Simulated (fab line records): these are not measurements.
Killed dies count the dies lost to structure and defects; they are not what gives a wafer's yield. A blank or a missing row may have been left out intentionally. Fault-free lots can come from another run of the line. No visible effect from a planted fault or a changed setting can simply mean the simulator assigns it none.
Which tool did it? :: flow n5Finfet :: 24 lots with 72 wafers sampled at 2 steps, on a route of 1938 steps

WHAT THE GAUGES READ, wafer by wafer
N5_BEOL_M3_THK_MEAS_53: measures by xrf. Usual: M3_THK gives 40.4 nm (standard deviation 2).
lot: L074
measured: day 7 12:37
on: filmMetro-01
M3_THK (nm): 38.8 40.3 39.9
flag: 

lot: L075
measured: day 7 15:00
on: filmMetro-02
M3_THK (nm): 45.2 41.8 42.1
flag: 

lot: L076
measured: day 7 21:07
on: filmMetro-01
M3_THK (nm): 41.0 42.3 42.7
flag: 

lot: L078
measured: day 8 05:43
on: filmMetro-01
M3_THK (nm): 37.0 36.1 41.3
flag: 

lot: L077
measured: day 8 07:01
on: filmMetro-01
M3_THK (nm): 38.5 41.1 43.6
flag: 

lot: L079
measured: day 8 13:08
on: filmMetro-02
M3_THK (nm): 40.9 39.8 40.0
flag: 

lot: L080
measured: day 8 17:25
on: filmMetro-01
M3_THK (nm): 37.8 42.0 41.5
flag: 

lot: L081
measured: day 8 21:43
on: filmMetro-01
M3_THK (nm): 43.0 44.6 44.4
flag: 

lot: L082
measured: day 9 05:39
on: filmMetro-01
M3_THK (nm): 38.6 36.9 39.4
flag: 

lot: L083
measured: day 9 15:40
on: filmMetro-02
M3_THK (nm): 37.6 40.5 44.6
flag: 

lot: L084
measured: day 9 19:47
on: filmMetro-01
M3_THK (nm): 39.7 40.9 43.2
flag: 

lot: L085
measured: day 9 23:19
on: filmMetro-01
M3_THK (nm): 41.2 40.3 39.6
flag: 

lot: L086
measured: day 10 05:40
on: filmMetro-02
M3_THK (nm): 40.3 41.6 40.2
flag: 

lot: L087
measured: day 10 15:29
on: filmMetro-02
M3_THK (nm): 42.1 37.5 41.0
flag: 

lot: L089
measured: day 10 21:52
on: filmMetro-02
M3_THK (nm): 38.4 38.6 41.3
flag: 

lot: L088
measured: day 11 08:04
on: filmMetro-01
M3_THK (nm): 36.4 40.9 38.8
flag: 

lot: L090
measured: day 11 10:56
on: filmMetro-02
M3_THK (nm): 39.5 43.8 44.2
flag: 

lot: L091
measured: day 11 14:20
on: filmMetro-01
M3_THK (nm): 37.9 39.4 41.2
flag: 

lot: L093
measured: day 11 22:43
on: filmMetro-02
M3_THK (nm): 39.2 38.3 43.3
flag: 

lot: L092
measured: day 12 00:32
on: filmMetro-01
M3_THK (nm): 38.1 40.5 41.4
flag: 

lot: L094
measured: day 12 07:05
on: filmMetro-02
M3_THK (nm): 37.2 41.4 37.7
flag: 

lot: L095
measured: day 12 08:47
on: filmMetro-01
M3_THK (nm): 36.4 37.6 41.6
flag: 

lot: L096
measured: day 12 18:50
on: filmMetro-02
M3_THK (nm): 40.3 40.1 41.4
flag: 

lot: L097
measured: day 13 10:23
on: filmMetro-02
M3_THK (nm): 39.0 40.8 40.4
flag: 

N5_BEOL_M4_OVL_MEAS_12. Usual: M4_OVL gives 0.1 nm (standard deviation 0.78).
lot: L074
measured: day 7 14:50
on: overlay-02
M4_OVL (nm): -0.1 0.6 0.3
flag: 

lot: L075
measured: day 7 15:56
on: overlay-01
M4_OVL (nm): -0.4 -0.4 -0.7
flag: 

lot: L076
measured: day 7 22:13
on: overlay-02
M4_OVL (nm): 0.4 -0.5 -0.2
flag: 

lot: L078
measured: day 8 06:56
on: overlay-02
M4_OVL (nm): 0.5 0.0 0.4
flag: 

lot: L077
measured: day 8 11:38
on: overlay-02
M4_OVL (nm): -0.7 0.2 -0.7
flag: 

lot: L079
measured: day 8 15:48
on: overlay-01
M4_OVL (nm): 0.4 0.8 0.5
flag: 

lot: L080
measured: day 8 18:50
on: overlay-01
M4_OVL (nm): 0.9 1.1 1.6
flag: 

lot: L081
measured: day 8 23:00
on: overlay-02
M4_OVL (nm): -0.4 0.5 1.7
flag: 

lot: L082
measured: day 9 08:47
on: overlay-02
M4_OVL (nm): -1.1 -1.5 -0.3
flag: 

lot: L083
measured: day 9 18:50
on: overlay-02
M4_OVL (nm): 0.5 -0.9 0.0
flag: 

lot: L084
measured: day 9 22:44
on: overlay-02
M4_OVL (nm): 0.5 0.6 -0.4
flag: 

lot: L085
measured: day 10 01:37
on: overlay-01
M4_OVL (nm): 0.3 0.6 -0.2
flag: 

lot: L086
measured: day 10 08:01
on: overlay-01
M4_OVL (nm): -0.2 0.1 0.2
flag: 

lot: L087
measured: day 10 18:24
on: overlay-01
M4_OVL (nm): -1.3 -0.9 0.0
flag: 

lot: L089
measured: day 10 23:43
on: overlay-01
M4_OVL (nm): 0.5 0.1 1.0
flag: 

lot: L088
measured: day 11 09:35
on: overlay-01
M4_OVL (nm): 1.8 1.7 1.8
flag: 

lot: L090
measured: day 11 11:52
on: overlay-02
M4_OVL (nm): 0.5 0.5 -0.1
flag: 

lot: L091
measured: day 11 16:41
on: overlay-02
M4_OVL (nm): 0.2 0.9 0.1
flag: 

lot: L093
measured: day 12 00:28
on: overlay-02
M4_OVL (nm): -0.5 -0.6 -0.4
flag: 

lot: L092
measured: day 12 01:53
on: overlay-01
M4_OVL (nm): 0.1 -0.3 0.1
flag: 

lot: L094
measured: day 12 08:42
on: overlay-02
M4_OVL (nm): -0.8 -1.3 -1.1
flag: 

lot: L095
measured: day 12 11:46
on: overlay-01
M4_OVL (nm): -0.7 0.3 -0.4
flag: 

lot: L096
measured: day 12 22:05
on: overlay-02
M4_OVL (nm): 0.8 0.6 0.8
flag: 

lot: L097
measured: day 13 12:05
on: overlay-01
M4_OVL (nm): -0.4 -0.3 -0.3
flag: 

WHICH TOOL RAN EACH LOT (tool, then ch and the chambers of the sampled wafers, then the start)
No process step before these readings appears in the record.

WHAT THE TOOLS THEMSELVES READ (means of the sampled wafers that have a number; where no wafer has one, the mark that the record gives instead)
The record holds no such reading with a usual standard deviation.

THE ANSWER, worked out from the rows above alone
Rule: lot off if the mean of its wafers having a number is beyond 3 standard deviations from the usual mean. A lot without any number at a reading at which 4 lots or more have one is off too. The other lots that the step has rows for count as sound. Order of review: gauges by route order, followed by the tools' own readings, for which a lot's mean as printed above is used. At the first step where some lot is off, the reading lying furthest off is the one used; lots without a number count as furthest.
No lot is off at any reading shown: from this, nothing can be told.

WHAT THE SIMULATOR PUT IN
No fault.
